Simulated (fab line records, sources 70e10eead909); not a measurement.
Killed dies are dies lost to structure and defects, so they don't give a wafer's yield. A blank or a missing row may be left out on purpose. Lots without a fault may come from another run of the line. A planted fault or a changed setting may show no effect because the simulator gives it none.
fab line records | flow nand_harc
record lots=6 wafers=18 last_day=25
route steps=1159 shown A_WL_FILL@839 A_CONTACT@840 END@1159
lots that met no fault: from a run of the same line without faults
start_h: hours from the record's first day to the start of the lot's first wafer shown | wait_h: hours since the lot's step before | " the same as in the row above | L1.1+2: a row that stands for several wafers | - no value, or no start given | * or withheld: withheld | < > ~ a bound
route shown NAME@n: a module of which the file shows steps, and the number in the route of the first | usual: mean/standard deviation of fault-free wafers | same: alike in all rows | chamber/n: place in a boat | sites: the reading at each site | _std_site: their standard deviation | _edge_site: outer sites' mean less inner sites' | radius_mm: how far each site lies from the wafer's centre | mask NAME#n: copy n | behind: the tool/chamber that last shaped the wafer | hold: why the lot was held/for how many hours/how that ended | device: the transistor (n, p or np) that didn't switch | end of line: the same wafers' tests at the end of the route | a step without rows: its recipe alone | killed: dies lost to structure and defects at the first sort, not the wafer's yield | map: a wafer's dies, x killed, . not, _ none there
set.NAME: the setting as run; set.NAME@STEP: as run at that earlier step | model.NAME: the simulator's own value behind a step, which no gauge read
lots at some steps of the route; a table a step, a row a wafer
services: from which hour (start_h, from the record's first day; less than 0 if before it) a tool's chamber was out of use, for how many hours, and why
## steps
# step NHARC_A_WL_FILL_INSPECT_15
# usual raw_defect_count=393/160
# columns lot.wafer tool chamber start_h wait_h raw_defect_count
L257.1 defect_inspect-01 - 360.79 0.0 471
L257.2 " - " " 269
L257.3 " - " " 249
L268.2 defect_inspect-02 - 448.54 0.0 332
L268.3 " - " " 424
L268.6 " - " " 313
L275.1 defect_inspect-02 - 475.44 0.0 559
L275.2 " - " " 1233
L275.4 " - " " 455
L276.3 defect_inspect-02 - 481.93 0.0 263
L276.4 " - " " 300
L276.5 " - " " 330
L278.3 defect_inspect-01 - 499.49 0.0 333
L278.5 " - " " 345
L278.6 " - " " 181
L279.3 defect_inspect-01 - 513.30 0.0 750
L279.5 " - " " 800
L279.6 " - " " 616
# step NHARC_A_CONTACT_DEP_24
# recipe target_thk_a=5000 temp_c=400 pressure_torr=6.5 rf_w=900 teos_flow_sccm=161.4 flow_sccm=2650 target_thk_nm=500 gas=O2 material=SiO2
# usual heater_power_w=550/120 throttle_valve_pct=16.2/0.56
# columns lot.wafer tool chamber start_h wait_h heater_power_w throttle_valve_pct
L257.1 pecvd-03 0 360.85 0.1 737 16.2
L257.3 " 1 " " 562 16.9
L257.2 " 2 " " 315 15.9
L268.3 pecvd-03 0 448.67 0.1 676 16.4
L268.2 " 1 " " 499 17.1
L268.6 " 2 " " 387 16.3
L275.2 pecvd-01 0 475.68 0.2 683 16.7
L275.1 " 1 " " 553 15.7
L275.4 " 2 " " 518 16.0
L276.3 pecvd-01 0 482.00 0.1 727 17.0
L276.5 " 0 " " 567 16.6
L276.4 " 2 " " 589 16.0
L278.3 pecvd-04 0 499.62 0.1 435 15.7
L278.5 " 2 " " 607 15.8
L278.6 " 1 " " 552 15.7
L279.3 pecvd-04 2 513.49 0.2 649 15.6
L279.6 " 0 " " 511 15.5
L279.5 " 1 " " 467 15.5
# step NHARC_A_CONTACT_DEP_28
# recipe target_thk_a=36000 temp_c=400 material=aC
# usual throttle_valve_pct=35.000/0.01
# columns lot.wafer tool chamber start_h wait_h throttle_valve_pct
L257.1 acl_dep-03 0 362.33 0.9 35.008
L257.2 " 0 " " 34.994
L257.3 " 0 " " 35.005
L268.2 acl_dep-01 0 449.57 0.4 35.010
L268.3 " 0 " " 34.999
L268.6 " 0 451.05 1.9 34.991
L275.1 acl_dep-03 0 480.46 4.2 35.001
L275.2 " 0 " " 35.021
L275.4 " 0 " " 35.009
L276.3 acl_dep-03 0 485.96 3.4 35.010
L276.4 " 0 " " 35.001
L276.5 " 0 " " 34.998
L278.3 acl_dep-02 0 502.09 2.0 34.998
L278.5 " 0 " " 34.975
L278.6 " 0 " " 34.996
L279.3 acl_dep-01 0 514.71 0.8 35.011
L279.5 " 0 " " 35.000
L279.6 " 0 " " 34.989
# step NHARC_A_CONTACT_DEP_29
# recipe target_thk_a=700 target_thk_nm=70 temp_c=400 pressure_torr=3.5 flow_sccm=200 rf_w=350 material=SiON
# usual heater_power_w=742/110
# columns lot.wafer tool chamber start_h wait_h heater_power_w
L257.2 pecvd-04 0 364.55 1.5 694
L257.1 " 1 " " 623
L257.3 " 2 " " 923
L268.3 pecvd-04 1 451.70 1.4 805
L268.2 " 0 " " 702
L268.6 " 1 " " 798
L275.1 pecvd-04 2 482.69 1.9 866
L275.2 " 1 " " 700
L275.4 " 2 " " 898
L276.3 pecvd-03 1 487.49 1.2 729
L276.4 " 0 " " 744
L276.5 " 2 " " 642
L278.3 pecvd-01 1 503.61 1.1 713
L278.6 " 1 " " 704
L278.5 " 2 " " 790
L279.3 pecvd-03 0 516.38 1.3 864
L279.5 " 1 " " 638
L279.6 " 0 " " 886
# step NHARC_A_CONTACT_DEHYDRATE_32
# recipe temp_c=150 time_s=120
# step NHARC_A_CONTACT_HMDS_33
# recipe time_s=30
# step NHARC_A_CONTACT_COAT_34
# recipe temp_c=260 time_s=75
# step NHARC_A_CONTACT_COAT_35
# recipe temp_c=225 time_s=65
# step NHARC_A_CONTACT_COAT_36
# recipe spin_rpm=1500 resist_thk_nm=90
# step NHARC_A_CONTACT_SOFTBAKE_37
# recipe temp_c=105 time_s=55
# usual chill_plate_temp_C=23.03/0.1 exhaust_pa=44.8/1 heater_power_total_W=188.45/0.14
# columns lot.wafer tool chamber start_h wait_h chill_plate_temp_C exhaust_pa heater_power_total_W
L257.1 litho_track-04 0 364 - 23.00 47.4 188.31
L257.2 " 0 " " 23.17 47.3 188.39
L257.3 " 0 " " 23.20 45.9 188.41
L268.2 litho_track-01 0 451 - 22.94 44.5 188.78
L268.3 " 0 " " 22.98 45.0 188.41
L268.6 " 0 " " 23.03 43.1 188.58
L275.1 litho_track-04 0 482 - 23.05 45.2 183.69
L275.2 " 0 " " 23.13 44.9 183.34
L275.4 " 0 " " 23.05 43.5 183.32
L276.3 litho_track-04 0 487 - 23.04 45.3 183.34
L276.4 " 0 " " 23.18 44.9 183.33
L276.5 " 0 " " 22.94 45.0 183.37
L278.3 litho_track-06 0 503 - 22.96 42.8 188.34
L278.5 " 0 " " 22.87 42.0 188.30
L278.6 " 0 " " 22.80 42.9 188.52
L279.3 litho_track-01 0 516 - 23.08 44.8 188.74
L279.5 " 0 " " 23.06 43.1 188.59
L279.6 " 0 " " 22.92 45.4 188.37
# step NHARC_A_CONTACT_EBR_38
# step NHARC_END_SORT_01
# recipe temp_c=25
# usual killed_at_array=28/11 killed_at_other=0.5/0.85 killed_at_periphery=2.7/1.9 killed_dies=32/12 killed_open=3.3/1.6 killed_short=2.1/1.5
# same gross_dies=677
# columns lot.wafer tool chamber start_h wait_h killed_at_array killed_at_other killed_at_periphery killed_dies killed_open killed_short
L257.1 prober-01 0 464.90 2.5 19 1 0 20 5 4
L257.2 prober-01 0 465.70 2.8 13 0 2 15 3 2
L257.3 prober-01 0 466.50 3.1 14 0 2 16 2 3
L268.2 prober-01 0 526.61 2.8 35 1 4 40 2 1
L268.3 prober-01 0 527.41 3.1 38 0 1 39 4 2
L268.6 prober-01 0 529.80 4.0 34 1 7 42 3 2
L276.3 prober-01 0 565.63 3.1 34 2 3 39 7 1
L276.4 prober-01 0 566.44 3.4 45 1 2 48 1 6
L276.5 prober-01 0 567.25 3.7 38 1 3 42 2 4
L275.1 prober-02 0 571.73 2.5 45 0 2 47 3 4
L275.2 prober-02 0 572.54 2.8 43 0 2 45 2 2
L275.4 prober-02 0 574.16 3.4 45 0 2 47 3 5
L278.3 prober-01 0 581.06 3.0 62 0 1 63 4 2
L278.5 prober-01 0 582.64 3.7 54 1 3 58 3 3
L278.6 prober-01 0 583.44 4.0 40 0 5 45 5 0
L279.3 prober-01 0 588.86 3.1 35 0 0 35 5 1
L279.5 prober-01 0 590.47 3.7 34 0 9 43 5 6
L279.6 prober-01 0 591.27 4.0 51 0 4 55 6 4
# killed by level:class
L257.1 A_SLIT:chamber_film_flake=8 A_WL_FILL:geometric_particle:open=2 A_WL_FILL:geometric_particle:short=2 A_CONTACT:chamber_film_flake=2 A_ONON_D1:geometric_particle:open=1 A_STAIRCASE:geometric_particle:open=1 A_SGD_CUT:geometric_particle:short=1 A_CONTACT:geometric_particle:open=1
L257.2 A_SLIT:chamber_film_flake=7 A_CONTACT:chamber_film_flake=2 P_CONTACT:geometric_particle:open=1 P_CONTACT:geometric_particle:short=1 A_ONON_D1:geometric_particle:open=1 A_WL_FILL:geometric_particle:short=1 A_M0:geometric_particle:open=1 A_WL_FILL:chamber_film_flake=1
L257.3 A_SLIT:chamber_film_flake=6 A_CONTACT:chamber_film_flake=2 P_CONTACT:geometric_particle:short=1 P_M0:geometric_particle:short=1 A_WL_FILL:geometric_particle:short=1 A_CONTACT:geometric_particle:open=1 A_M0:geometric_particle:open=1 A_ZERO_WELL:chamber_film_flake=1
L268.2 A_SLIT:chamber_film_flake=19 P_M1:chamber_film_flake=3 A_CHANNEL_HOLE_D1:chamber_film_flake=3 A_CONTACT:chamber_film_flake=3 A_M0:chamber_film_flake=2 A_CONTACT:geometric_particle:open=2 A_ZERO_WELL:chamber_film_flake=2 A_STAIRCASE:chamber_film_flake=2
L268.3 A_SLIT:chamber_film_flake=14 A_CHANNEL_HOLE_D1:chamber_film_flake=10 A_STAIRCASE:chamber_film_flake=4 A_CONTACT:geometric_particle:open=2 A_CONTACT:chamber_film_flake=2 A_M0:chamber_film_flake=2 A_ONON_D1:geometric_particle:open=1 A_ONON_D1:geometric_particle:short=1
L268.6 A_SLIT:chamber_film_flake=17 A_CONTACT:chamber_film_flake=5 A_CHANNEL_HOLE_D1:chamber_film_flake=4 A_STAIRCASE:chamber_film_flake=4 P_STI:chamber_film_flake=3 P_GATE:geometric_particle:open=1 P_M1:geometric_particle:open=1 A_SOURCE_PLATE:geometric_particle:short=1
L276.3 A_CHANNEL_HOLE_D1:chamber_film_flake=15 A_SLIT:chamber_film_flake=11 A_ONON_D1:geometric_particle:open=3 A_CONTACT:geometric_particle:open=2 P_BONDPAD:chamber_film_flake=2 P_M0:geometric_particle:open=1 A_CHANNEL_FILL_D1:geometric_particle:short=1 STARTING-WAFER:geometric_particle:open=1
L276.4 A_CHANNEL_HOLE_D1:chamber_film_flake=17 A_SLIT:chamber_film_flake=15 A_CONTACT:chamber_film_flake=3 A_WL_FILL:geometric_particle:short=2 A_STAIRCASE:chamber_film_flake=2 A_SGD_CUT:chamber_film_flake=2 P_CONTACT:geometric_particle:short=1 A_ONON_D1:geometric_particle:short=1
L276.5 A_SLIT:chamber_film_flake=15 A_CHANNEL_HOLE_D1:chamber_film_flake=12 A_STAIRCASE:chamber_film_flake=4 P_M0:geometric_particle:short=2 A_CONTACT:chamber_film_flake=2 A_CHANNEL_HOLE_D1:geometric_particle:short=1 A_CHANNEL_FILL_D1:geometric_particle:open=1 A_SGD_CUT:geometric_particle:short=1
L275.1 A_CHANNEL_HOLE_D1:chamber_film_flake=16 A_SLIT:chamber_film_flake=15 A_CONTACT:chamber_film_flake=4 A_WL_FILL:geometric_particle:short=3 A_STAIRCASE:chamber_film_flake=3 P_ZERO_WELL:chamber_film_flake=2 A_ONON_D1:geometric_particle:open=1 A_CHANNEL_HOLE_D1:geometric_particle:short=1
L275.2 A_SLIT:chamber_film_flake=21 A_CHANNEL_HOLE_D1:chamber_film_flake=13 A_STAIRCASE:chamber_film_flake=3 A_CONTACT:chamber_film_flake=3 P_CONTACT:geometric_particle:open=1 A_ONON_D1:geometric_particle:short=1 A_CHANNEL_FILL_D1:geometric_particle:short=1 A_CONTACT:geometric_particle:open=1
L275.4 A_CHANNEL_HOLE_D1:chamber_film_flake=20 A_SLIT:chamber_film_flake=13 A_WL_FILL:geometric_particle:short=3 A_STAIRCASE:chamber_film_flake=3 A_CONTACT:chamber_film_flake=2 P_STI:geometric_particle:short=1 P_M1:geometric_particle:open=1 A_SGD_CUT:geometric_particle:short=1
L278.3 A_SLIT:chamber_film_flake=27 A_CHANNEL_HOLE_D1:chamber_film_flake=11 A_STAIRCASE:chamber_film_flake=9 A_BLC:chamber_film_flake=5 A_CONTACT:chamber_film_flake=2 A_M1:chamber_film_flake=2 P_M0:geometric_particle:short=1 A_SOURCE_PLATE:geometric_particle:open=1
L278.5 A_SLIT:chamber_film_flake=29 A_M1:chamber_film_flake=7 A_STAIRCASE:chamber_film_flake=6 A_CONTACT:chamber_film_flake=5 A_CHANNEL_HOLE_D1:chamber_film_flake=3 P_GATE:geometric_particle:short=1 P_CONTACT:geometric_particle:open=1 A_WL_FILL:geometric_particle:short=1
L278.6 A_SLIT:chamber_film_flake=20 A_STAIRCASE:chamber_film_flake=8 A_CHANNEL_HOLE_D1:chamber_film_flake=4 A_M1:chamber_film_flake=4 A_CONTACT:chamber_film_flake=2 P_STI:geometric_particle:open=1 P_GATE:geometric_particle:open=1 P_M2:geometric_particle:open=1
L279.3 A_SLIT:chamber_film_flake=20 A_CHANNEL_FILL_D1:geometric_particle:open=4 A_CONTACT:chamber_film_flake=4 A_CHANNEL_HOLE_D1:chamber_film_flake=2 A_WL_FILL:geometric_particle:short=1 A_CONTACT:geometric_particle:open=1 A_CHANNEL_FILL_D1:chamber_film_flake=1 A_STAIRCASE:chamber_film_flake=1
L279.5 A_SLIT:chamber_film_flake=17 A_STAIRCASE:chamber_film_flake=5 P_CONTACT:chamber_film_flake=4 A_CHANNEL_FILL_D1:geometric_particle:short=2 P_ZERO_WELL:chamber_film_flake=2 A_ZERO_WELL:chamber_film_flake=2 A_CONTACT:chamber_film_flake=2 P_GATE:geometric_particle:short=1
L279.6 A_SLIT:chamber_film_flake=31 A_CONTACT:chamber_film_flake=7 A_CONTACT:geometric_particle:open=2 A_STAIRCASE:chamber_film_flake=2 P_CONTACT:geometric_particle:open=1 P_M1:geometric_particle:short=1 A_ONON_D1:geometric_particle:open=1 A_CHANNEL_HOLE_D1:geometric_particle:open=1
## services
# columns tool chamber start_h hours kind
pecvd-04 1 349.16 6.1 repair
acl_dep-02 - 351.95 13.0 pm
pecvd-01 2 361.15 11.4 repair
pecvd-04 - 376.46 13.0 pm
pecvd-04 0 376.46 13.0 vent_cycle
pecvd-04 1 376.46 13.0 vent_cycle
pecvd-04 2 376.46 13.0 vent_cycle
pecvd-04 0 389.46 - clean
pecvd-04 1 389.46 - clean
pecvd-04 2 389.46 - clean
acl_dep-03 - 406.93 13.0 pm
pecvd-01 - 418.00 13.0 pm
acl_dep-01 - 440.13 2.3 repair
litho_track-01 - 443.01 7.0 pm
pecvd-01 1 462.62 10.6 repair
litho_track-06 - 467.00 7.0 pm
pecvd-03 - 473.41 13.0 pm
pecvd-03 0 473.41 13.0 vent_cycle
pecvd-03 1 473.41 13.0 vent_cycle
pecvd-03 2 473.41 13.0 vent_cycle
acl_dep-01 - 477.43 13.0 pm
pecvd-03 0 486.41 - clean
pecvd-04 - 486.68 3.1 repair
litho_track-04 - 491.00 7.0 pm
## key
first_sign step=NHARC_A_CONTACT_SOFTBAKE_37 reading=heater_power_total_W direction=down sigmas=36 usual=* struck=*
effect none on later readings
met_at NHARC_A_CONTACT_SOFTBAKE_37
struck_wafers L275.1,L275.2,L275.4,L276.3,L276.4,L276.5
tester_left_out L275,L276
onset_between 364 482
fault kind=process_parameter_drift tool=litho_track-04 chamber=- onset_h=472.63 steps=NHARC_A_CONTACT_SOFTBAKE_37 channel=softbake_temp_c offset=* shape=step end_h=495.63 acts_in=* stated=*
# tester_left_out: of these lots the tester's yield and bins aren't shown, on N5 and GAA mostly nor the transistor test; their killed dies are dies lost to structure and defects alone, not to doping, threshold or leakage, so they don't give the yield
